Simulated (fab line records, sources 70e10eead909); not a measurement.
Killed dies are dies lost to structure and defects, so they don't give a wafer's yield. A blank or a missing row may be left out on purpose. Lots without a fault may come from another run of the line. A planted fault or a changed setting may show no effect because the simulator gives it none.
Chamber matching | flow nand_harc | NHARC_A_CHANNEL_FILL_D2_STRIP_28 on rie_diel-03: 4 sister chambers
The step strips in O2, time 20 s. 8 wafers are shown with their chamber, then 7 later ones without.

WAFERS WITH THEIR CHAMBER
wafer  | chamber | showerhead_plenum_p_Torr (Torr) | drypump_motor_current_A (A)
L076.1 | 3       | 3.64                            | 4.9
L080.2 | 0       | 3.38                            | 4.7
L080.5 | 2       | 3.36                            | 6.4
L084.3 | 1       | 3.48                            | 5.4
L084.4 | 0       | 3.37                            | 4.7
L084.5 | 1       | 3.48                            | 5.4
L086.1 | 3       | 3.64                            | 4.9
L086.4 | 2       | 3.36                            | 6.3

WAFERS WITHOUT THEIR CHAMBER
wafer  | showerhead_plenum_p_Torr (Torr) | drypump_motor_current_A (A)
L086.5 | 3.48                            | 5.4
L092.4 | 3.47                            | 5.4
L092.5 | 3.37                            | 4.7
L092.6 | 3.47                            | 5.4
L097.2 | 3.36                            | 6.3
L097.5 | 3.37                            | 4.7
L097.6 | 3.47                            | 5.4

WHICH CHAMBER EACH WENT THROUGH
wafer  | from the rows above | in truth
L086.5 | 1                   | 1
L092.4 | 1                   | 1
L092.5 | 0                   | 0
L092.6 | 1                   | 1
L097.2 | 2                   | 2
L097.5 | 0                   | 0
L097.6 | 1                   | 1
Placed correctly: 7 of 7. Can't be placed from these rows: 0. Placed wrongly: 0.
How it was worked out, from the rows above alone: a wafer's distance from a chamber is the root of the sum, over the readings, of the square of ((its reading less the chamber's mean) divided by the reading's scatter). The wafer belongs to the nearest chamber; if the next one is less than 2 further off, it can't be placed. A chamber's mean is the mean of its shown wafers. The scatter: the root of (the sum of the squares of (reading less its chamber's mean) over the shown wafers, divided by (wafers less chambers)).
